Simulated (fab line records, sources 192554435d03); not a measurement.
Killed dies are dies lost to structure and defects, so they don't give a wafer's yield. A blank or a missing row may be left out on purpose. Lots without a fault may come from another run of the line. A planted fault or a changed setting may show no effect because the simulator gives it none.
Which tool did it? | flow n5_finfet | 24 lots, 72 wafers sampled, at 6 steps of a route of 1938

WHAT THE GAUGES READ, wafer by wafer
N5_BEOL_M9_RS_MEAS_57: measures by four-point-probe.
lot  | measured     | on            | M9_RS (ohm/sq)
L074 | day 11 00:19 | film_metro-01 | 0.1492 0.1488 0.1498
L077 | day 11 07:39 | film_metro-01 | 0.1503 0.1472 0.1524
L079 | day 11 07:23 | film_metro-02 | 0.1536 0.1493 0.1509
L076 | day 11 08:23 | film_metro-01 | 0.1531 0.1486 0.1480
L075 | day 11 11:49 | film_metro-02 | 0.1536 0.1543 0.1545
L078 | day 11 21:37 | film_metro-02 | 0.1489 0.1505 0.1518
L080 | day 12 11:03 | film_metro-01 | 0.1490 0.1509 0.1525
L081 | day 12 12:31 | film_metro-01 | 0.1540 0.1498 0.1521
L082 | day 13 10:01 | film_metro-01 | 0.1523 0.1512 0.1489
L085 | day 13 12:07 | film_metro-01 | 0.1512 0.1489 0.1478
L084 | day 14 22:41 | film_metro-02 | 0.1523 0.1475 0.1533
L086 | day 15 01:41 | film_metro-01 | 0.1513 0.1499 0.1454
L089 | day 15 10:27 | film_metro-01 | 0.1497 0.1476 0.1489
L083 | day 15 13:20 | film_metro-02 | 0.1541 0.1548 0.1560
L087 | day 15 18:19 | film_metro-01 | 0.1551 0.1518 0.1511
L088 | day 15 17:24 | film_metro-02 | 0.1511 0.1521 0.1512
L090 | day 16 00:10 | film_metro-01 | 0.1499 0.1480 0.1479
L093 | day 16 16:16 | film_metro-01 | 0.1539 0.1518 0.1500
L092 | day 16 20:50 | film_metro-01 | 0.1503 0.1525 0.1517
L091 | day 17 02:28 | film_metro-02 | 0.1502 0.1492 0.1515
L094 | day 17 03:27 | film_metro-02 | 0.1514 0.1504 0.1522
L097 | day 17 13:34 | film_metro-01 | 0.1502 0.1504 0.1509
L095 | day 17 13:52 | film_metro-02 | 0.1542 0.1555 0.1538
L096 | day 18 02:10 | film_metro-02 | 0.1496 0.1506 0.1490

N5_BEOL_M10_OVL_MEAS_12.
lot  | measured     | on         | M10_OVL (nm)
L074 | day 11 03:01 | overlay-02 | -0.5 0.6 -0.3
L077 | day 11 10:47 | overlay-02 | -0.8 1.1 0.2
L079 | day 11 08:47 | overlay-02 | 2.0 0.4 0.9
L076 | day 11 11:16 | overlay-01 | -0.4 0.3 -0.8
L075 | day 11 14:51 | overlay-02 | -1.0 0.5 -1.6
L078 | day 11 23:20 | overlay-01 | 1.2 0.5 0.8
L080 | day 12 12:27 | overlay-01 | -1.3 -0.2 0.4
L081 | day 12 14:36 | overlay-01 | 0.4 1.2 0.4
L082 | day 13 12:08 | overlay-02 | -0.7 0.8 0.0
L085 | day 13 15:13 | overlay-01 | -1.3 -0.7 -0.8
L084 | day 15 00:15 | overlay-02 | -0.2 -0.2 0.0
L086 | day 15 05:36 | overlay-01 | 0.0 -0.4 0.8
L089 | day 15 12:00 | overlay-02 | 0.2 0.9 -0.4
L083 | day 15 15:08 | overlay-02 | -0.4 0.5 0.0
L087 | day 15 20:45 | overlay-01 | 0.2 1.0 0.4
L088 | day 15 19:07 | overlay-01 | -0.5 -0.6 -0.2
L090 | day 16 02:22 | overlay-02 | -0.8 -0.5 -0.2
L093 | day 16 19:00 | overlay-01 | 1.4 -0.7 0.7
L092 | day 17 00:24 | overlay-01 | -0.3 0.2 -0.4
L091 | day 17 04:17 | overlay-02 | -0.4 -0.2 0.1
L094 | day 17 06:37 | overlay-02 | -0.9 -0.3 -0.4
L097 | day 17 15:37 | overlay-01 | -0.6 0.2 0.3
L095 | day 17 16:02 | overlay-01 | 0.0 -0.3 1.0
L096 | day 18 05:07 | overlay-01 | -0.9 0.0 -1.1

WHICH TOOL RAN EACH LOT (tool, then ch and the chambers of the sampled wafers, then the start)
lot  | N5_BEOL_M9_DESCUM_16               | N5_BEOL_M9_ETCH_66                 | N5_BEOL_M9_ETCH_41                            | N5_BEOL_M9_DEP_56
L074 | rie_diel-03 ch 0,1,3, day 10 16:52 | rie_diel-02 ch 0,3, day 10 21:54   | rie_diel-02 ch 0,3, day 11 00:14 or earlier   | pecvd-01 ch 1,2, day 11 00:14
L077 | rie_diel-03 ch 0,1,3, day 11 02:19 | rie_diel-03 ch 0,1,2, day 11 05:01 | rie_diel-03 ch 0,1,2, day 11 07:35 or earlier | pecvd-01 ch 0,1, day 11 07:35
L079 | rie_diel-06 ch 0,2, day 11 03:31   | rie_diel-02 ch 2,3, day 11 04:50   | rie_diel-02 ch 2,3, day 11 07:19 or earlier   | pecvd-04 ch 0,1,2, day 11 07:19
L076 | rie_diel-02 ch 2,3, day 11 03:59   | rie_diel-06 ch 1,2,3, day 11 05:40 | rie_diel-06 ch 1,2,3, day 11 08:19 or earlier | pecvd-02 ch 0,1,2, day 11 08:19
L075 | rie_diel-02 ch 2,3, day 11 05:43   | rie_diel-06 ch 1,3, day 11 07:15   | rie_diel-06 ch 1,3, day 11 11:44 or earlier   | pecvd-02 ch 0,1,2, day 11 11:44
L078 | rie_diel-06 ch 0,1,2, day 11 14:41 | rie_diel-02 ch 0,2,3, day 11 18:50 | rie_diel-02 ch 0,2,3, day 11 21:33 or earlier | pecvd-02 ch 0,1, day 11 21:33
L080 | rie_diel-03 ch 0,1,2, day 12 04:49 | rie_diel-03 ch 1,3, day 12 06:45   | rie_diel-03 ch 1,3, day 12 10:59 or earlier   | pecvd-01 ch 0,1,2, day 12 10:59
L081 | rie_diel-02 ch 1,2, day 12 07:37   | rie_diel-06 ch 0,1,3, day 12 09:45 | rie_diel-06 ch 0,1,3, day 12 12:27 or earlier | pecvd-02 ch 1,2, day 12 12:27
L082 | rie_diel-02 ch 1,3, day 13 05:20   | rie_diel-03 ch 0,3, day 13 07:23   | rie_diel-03 ch 0,3, day 13 09:56 or earlier   | pecvd-02 ch 0,1,2, day 13 09:56
L085 | rie_diel-02 ch 1,2,3, day 13 06:03 | rie_diel-02 ch 0,1,2, day 13 07:32 | rie_diel-02 ch 0,1,2, day 13 12:02 or earlier | pecvd-02 ch 0,2, day 13 12:02
L084 | rie_diel-02 ch 0,2,3, day 14 15:24 | rie_diel-03 ch 0,2, day 14 18:08   | rie_diel-03 ch 0,2, day 14 22:37 or earlier   | pecvd-04 ch 0,1, day 14 22:37
L086 | rie_diel-06 ch 1,2,3, day 14 19:20 | rie_diel-03 ch 0,1,3, day 14 21:41 | rie_diel-03 ch 0,1,3, day 15 01:37 or earlier | pecvd-02 ch 0,1,2, day 15 01:37
L089 | rie_diel-06 ch 0,2,3, day 15 05:57 | rie_diel-02 ch 1,2,3, day 15 07:13 | rie_diel-02 ch 1,2,3, day 15 10:23 or earlier | pecvd-04 ch 0,1, day 15 10:23
L083 | rie_diel-02 ch 1,2, day 15 09:47   | rie_diel-02 ch 0,3, day 15 10:48   | rie_diel-02 ch 0,3, day 15 13:15 or earlier   | pecvd-02 ch 0,1,2, day 15 13:15
L087 | rie_diel-02 ch 0,3, day 15 11:32   | rie_diel-02 ch 0,2, day 15 14:11   | rie_diel-02 ch 0,2, day 15 18:14 or earlier   | pecvd-01 ch 0,1,2, day 15 18:14
L088 | rie_diel-02 ch 0,2,3, day 15 12:10 | rie_diel-06 ch 0,2, day 15 13:49   | rie_diel-06 ch 0,2, day 15 17:20 or earlier   | pecvd-04 ch 0,1,2, day 15 17:20
L090 | rie_diel-03 ch 0,2,3, day 15 18:53 | rie_diel-06 ch 0,3, day 15 19:52   | rie_diel-06 ch 0,3, day 16 00:05 or earlier   | pecvd-04 ch 0,2, day 16 00:05
L093 | rie_diel-03 ch 0,3, day 16 11:34   | rie_diel-03 ch 0,1,2, day 16 12:51 | rie_diel-03 ch 0,1,2, day 16 16:11 or earlier | pecvd-02 ch 0,1, day 16 16:11
L092 | rie_diel-02 ch 0,2,3, day 16 14:04 | rie_diel-02 ch 1,2,3, day 16 18:02 | rie_diel-02 ch 1,2,3, day 16 20:46 or earlier | pecvd-02 ch 1,2, day 16 20:46
L091 | rie_diel-02 ch 0,2,3, day 16 18:52 | rie_diel-03 ch 2,3, day 16 23:29   | rie_diel-03 ch 2,3, day 17 02:23 or earlier   | pecvd-02 ch 2, day 17 02:23
L094 | rie_diel-02 ch 0,2,3, day 16 19:25 | rie_diel-06 ch 0,2,3, day 16 23:45 | rie_diel-06 ch 0,2,3, day 17 03:22 or earlier | pecvd-02 ch 0,2, day 17 03:22
L097 | rie_diel-03 ch 0,2,3, day 17 07:45 | rie_diel-02 ch 0,1, day 17 09:23   | rie_diel-02 ch 0,1, day 17 13:29 or earlier   | pecvd-04 ch 0,1, day 17 13:29
L095 | rie_diel-02 ch 0,1,2, day 17 08:31 | rie_diel-02 ch 1,2,3, day 17 10:52 | rie_diel-02 ch 1,2,3, day 17 13:49 or earlier | pecvd-04 ch 0,1,2, day 17 13:49
L096 | rie_diel-06 ch 0,1, day 17 20:19   | rie_diel-03 ch 2,3, day 17 22:50   | rie_diel-03 ch 2,3, day 18 02:05 or earlier   | pecvd-01 ch 0,1,2, day 18 02:05
- N5_BEOL_M9_DESCUM_16: chemistry O2, time 7.9 s.
- N5_BEOL_M9_ETCH_66: etches SOC in N2/H2, target depth 80 nm, overetch 16 nm, time 120 s.
- N5_BEOL_M9_ETCH_41: etches SiCN in CH3F/O2, target depth 36.6 nm, time 70.1 s.
- N5_BEOL_M9_DEP_56: deposits SiCN from 3MS/NH3, target thk 15 nm, time 26.5 s.

WHAT THE TOOLS THEMSELVES READ (means of the sampled wafers that have a number; where no wafer has one, the mark that the record gives instead)
N5_BEOL_M9_DESCUM_16.
lot  | tool        | drypump_motor_current_A (A) | oes_product_au (a.u.) | rf_vpp_V (V) | showerhead_plenum_p_Torr (Torr) | throttle_valve_pct (%)
L074 | rie_diel-03 | 5.4                         | 0.80                  | 243.4        | 2.14                            | 20.35
L077 | rie_diel-03 | 5.4                         | 0.80                  | 244.3        | 2.14                            | 20.36
L079 | rie_diel-06 | 6.0                         | 0.80                  | 241.8        | 2.02                            | 20.29
L076 | rie_diel-02 | 5.9                         | 0.74                  | 242.9        | 2.13                            | 20.65
L075 | rie_diel-02 | 6.0                         | 0.74                  | 244.0        | 2.13                            | 20.65
L078 | rie_diel-06 | 5.8                         | 0.78                  | 243.0        | 2.07                            | 20.49
L080 | rie_diel-03 | 5.4                         | 0.82                  | 243.3        | 2.14                            | 20.39
L081 | rie_diel-02 | 6.1                         | 0.78                  | 245.1        | 2.16                            | 20.47
L082 | rie_diel-02 | 6.0                         | 0.79                  | 243.6        | 2.05                            | 20.60
L085 | rie_diel-02 | 6.0                         | 0.77                  | 242.8        | 2.11                            | 20.53
L084 | rie_diel-02 | 5.8                         | 0.76                  | 242.7        | 2.08                            | 20.63
L086 | rie_diel-06 | 5.8                         | 0.69                  | 241.5        | 2.07                            | 20.64
L089 | rie_diel-06 | 5.7                         | 0.75                  | 241.7        | 2.03                            | 20.44
L083 | rie_diel-02 | 6.2                         | 0.80                  | 243.8        | 2.14                            | 20.37
L087 | rie_diel-02 | 5.7                         | 0.77                  | 241.9        | 2.02                            | 20.69
L088 | rie_diel-02 | 5.8                         | 0.76                  | 243.4        | 2.07                            | 20.63
L090 | rie_diel-03 | 5.2                         | 0.83                  | 244.5        | 2.16                            | 20.35
L093 | rie_diel-03 | 5.0                         | 0.80                  | 242.7        | 2.09                            | 20.32
L092 | rie_diel-02 | 5.8                         | 0.75                  | 243.2        | 2.07                            | 20.65
L091 | rie_diel-02 | 5.8                         | 0.75                  | 242.6        | 2.07                            | 20.64
L094 | rie_diel-02 | 5.8                         | 0.75                  | 242.6        | 2.07                            | 20.64
L097 | rie_diel-03 | 5.2                         | 0.82                  | 244.0        | 2.15                            | 20.36
L095 | rie_diel-02 | 6.0                         | 0.78                  | 243.9        | 2.11                            | 20.46
L096 | rie_diel-06 | 5.3                         | 0.89                  | 243.2        | 2.08                            | 20.39

N5_BEOL_M9_ETCH_66.
lot  | tool        | drypump_motor_current_A (A) | oes_product_au (a.u.) | rf_vpp_V (V) | showerhead_plenum_p_Torr (Torr) | throttle_valve_pct (%)
L074 | rie_diel-02 | 5.7                         | 0.62                  | 521.4        | 2.47                            | 17.98
L077 | rie_diel-03 | 5.4                         | 0.64                  | 526.2        | 2.60                            | 17.76
L079 | rie_diel-02 | 5.9                         | 0.57                  | 525.4        | 2.57                            | 17.94
L076 | rie_diel-06 | 5.9                         | 0.54                  | 522.3        | 2.52                            | 17.99
L075 | rie_diel-06 | 5.5                         | 0.53                  | 523.4        | 2.55                            | 18.15
L078 | rie_diel-02 | 5.8                         | 0.61                  | 524.0        | 2.52                            | 17.87
L080 | rie_diel-03 | 5.9                         | 0.57                  | 526.6        | 2.64                            | 17.94
L081 | rie_diel-06 | 5.4                         | 0.58                  | 524.2        | 2.54                            | 17.98
L082 | rie_diel-03 | 5.2                         | 0.64                  | 526.1        | 2.62                            | 17.63
L085 | rie_diel-02 | 6.0                         | 0.62                  | 524.6        | 2.56                            | 17.72
L084 | rie_diel-03 | 4.9                         | 0.63                  | 523.7        | 2.54                            | 17.63
L086 | rie_diel-03 | 5.4                         | 0.66                  | 526.3        | 2.58                            | 17.65
L089 | rie_diel-02 | 6.0                         | 0.59                  | 523.7        | 2.55                            | 17.91
L083 | rie_diel-02 | 5.8                         | 0.59                  | 520.2        | 2.46                            | 18.03
L087 | rie_diel-02 | 5.8                         | 0.61                  | 523.8        | 2.52                            | 17.76
L088 | rie_diel-06 | 6.1                         | 0.59                  | 520.2        | 2.43                            | 17.65
L090 | rie_diel-06 | 5.4                         | 0.56                  | 523.0        | 2.50                            | 17.98
L093 | rie_diel-03 | 5.4                         | 0.66                  | 524.8        | 2.59                            | 17.67
L092 | rie_diel-02 | 6.0                         | 0.58                  | 523.8        | 2.54                            | 17.92
L091 | rie_diel-03 | 5.4                         | 0.65                  | 528.0        | 2.69                            | 17.70
L094 | rie_diel-06 | 5.7                         | 0.56                  | 522.3        | 2.46                            | 17.83
L097 | rie_diel-02 | 6.1                         | 0.63                  | 524.7        | 2.53                            | 17.70
L095 | rie_diel-02 | 6.0                         | 0.58                  | 524.1        | 2.54                            | 17.95
L096 | rie_diel-03 | 5.4                         | 0.65                  | 528.3        | 2.69                            | 17.74

N5_BEOL_M9_ETCH_41.
lot  | tool        | CH3F_flow_sccm (sccm) | drypump_motor_current_A (A) | mfc_ar_sccm (sccm) | oes_product_au (a.u.) | rf_vpp_V (V) | showerhead_plenum_p_Torr (Torr) | throttle_valve_pct (%)
L074 | rie_diel-02 | 30.08                 | 5.8                         | 150.2              | 0.82                  | 296.5        | 1.94                            | 16.50
L077 | rie_diel-03 | 30.02                 | 5.4                         | 149.9              | 0.84                  | 297.9        | 2.05                            | 16.26
L079 | rie_diel-02 | 29.96                 | 5.9                         | 149.5              | 0.74                  | 296.8        | 2.03                            | 16.53
L076 | rie_diel-06 | 29.87                 | 5.8                         | 150.6              | 0.71                  | 296.6        | 1.99                            | 16.55
L075 | rie_diel-06 | 30.01                 | 5.5                         | 150.1              | 0.69                  | 297.1        | 2.01                            | 16.68
L078 | rie_diel-02 | 30.02                 | 5.8                         | 150.2              | 0.78                  | 297.3        | 1.99                            | 16.44
L080 | rie_diel-03 | 29.92                 | 5.9                         | 149.9              | 0.77                  | 299.4        | 2.07                            | 16.37
L081 | rie_diel-06 | 30.11                 | 5.4                         | 150.6              | 0.76                  | 297.3        | 2.00                            | 16.52
L082 | rie_diel-03 | 30.00                 | 5.2                         | 149.9              | 0.83                  | 297.7        | 2.06                            | 16.14
L085 | rie_diel-02 | 29.93                 | 6.0                         | 149.9              | 0.81                  | 297.6        | 2.02                            | 16.27
L084 | rie_diel-03 | 29.98                 | 5.0                         | 149.8              | 0.83                  | 297.6        | 2.01                            | 16.20
L086 | rie_diel-03 | 30.02                 | 5.4                         | 150.0              | 0.87                  | 298.4        | 2.04                            | 16.14
L089 | rie_diel-02 | 30.00                 | 6.0                         | 149.8              | 0.76                  | 297.9        | 2.01                            | 16.45
L083 | rie_diel-02 | 30.12                 | 5.7                         | 150.2              | 0.77                  | 296.0        | 1.93                            | 16.57
L087 | rie_diel-02 | 29.93                 | 5.7                         | 150.2              | 0.80                  | 297.0        | 1.99                            | 16.35
L088 | rie_diel-06 | 29.99                 | 6.0                         | 150.1              | 0.76                  | 296.5        | 1.93                            | 16.23
L090 | rie_diel-06 | 30.01                 | 5.4                         | 149.6              | 0.74                  | 296.5        | 1.97                            | 16.53
L093 | rie_diel-03 | 30.17                 | 5.4                         | 150.1              | 0.86                  | 297.6        | 2.04                            | 16.18
L092 | rie_diel-02 | 30.07                 | 6.0                         | 149.9              | 0.76                  | 297.6        | 2.00                            | 16.47
L091 | rie_diel-03 | 30.12                 | 5.4                         | 149.8              | 0.84                  | 299.8        | 2.11                            | 16.17
L094 | rie_diel-06 | 29.97                 | 5.7                         | 150.3              | 0.74                  | 296.6        | 1.94                            | 16.41
L097 | rie_diel-02 | 30.04                 | 6.1                         | 150.0              | 0.83                  | 297.3        | 2.00                            | 16.19
L095 | rie_diel-02 | 29.92                 | 6.0                         | 150.1              | 0.75                  | 297.7        | 2.00                            | 16.48
L096 | rie_diel-03 | 30.03                 | 5.4                         | 149.9              | 0.84                  | 299.7        | 2.11                            | 16.21

N5_BEOL_M9_DEP_56.
lot  | tool     | showerhead_plenum_p_Torr (Torr) | throttle_valve_pct (%)
L074 | pecvd-01 | 3.683                           | 8.8
L077 | pecvd-01 | 3.683                           | 9.5
L079 | pecvd-04 | 3.661                           | 9.1
L076 | pecvd-02 | 3.670                           | 9.4
L075 | pecvd-02 | 3.670                           | 9.4
L078 | pecvd-02 | 3.668                           | 9.8
L080 | pecvd-01 | 3.684                           | 9.0
L081 | pecvd-02 | 3.682                           | 9.5
L082 | pecvd-02 | 3.669                           | 9.2
L085 | pecvd-02 | 3.669                           | 8.9
L084 | pecvd-04 | 3.665                           | 9.2
L086 | pecvd-02 | 3.670                           | 9.3
L089 | pecvd-04 | 3.670                           | 9.2
L083 | pecvd-02 | 3.671                           | 9.3
L087 | pecvd-01 | 3.677                           | 8.9
L088 | pecvd-04 | 3.665                           | 9.1
L090 | pecvd-04 | 3.663                           | 9.2
L093 | pecvd-02 | 3.659                           | 9.6
L092 | pecvd-02 | 3.679                           | 9.5
L091 | pecvd-02 | 3.677                           | 8.8
L094 | pecvd-02 | 3.671                           | 8.9
L097 | pecvd-04 | 3.673                           | 9.2
L095 | pecvd-04 | 3.665                           | 9.2
L096 | pecvd-01 | 3.678                           | 9.0

THE ANSWER, worked out from the rows above alone
Rule: what is usual is taken from the lots themselves. Put in order of their means at a reading, lots are off if they are a third of the lots or fewer, leave a main group of 4 or more, and stand apart from it by a gap of 3 or more times the standard deviation of the main group's means; of several such gaps the widest counts. A main group whose means are all the same, to the digits that the tables above print for the reading, isn't used. A lot without any number at a reading at which 4 lots or more have one is off too. The other lots that the step has rows for count as sound. The gauges are gone through in route order, then the tools' own readings, and for those a lot's mean is taken as printed above. The first step at which some lot is off is used, and at that step the reading that is off furthest; a lot without a number counts as furthest.
No lot is off at any reading shown: from this, nothing can be told.

WHAT THE SIMULATOR HAD PUT IN
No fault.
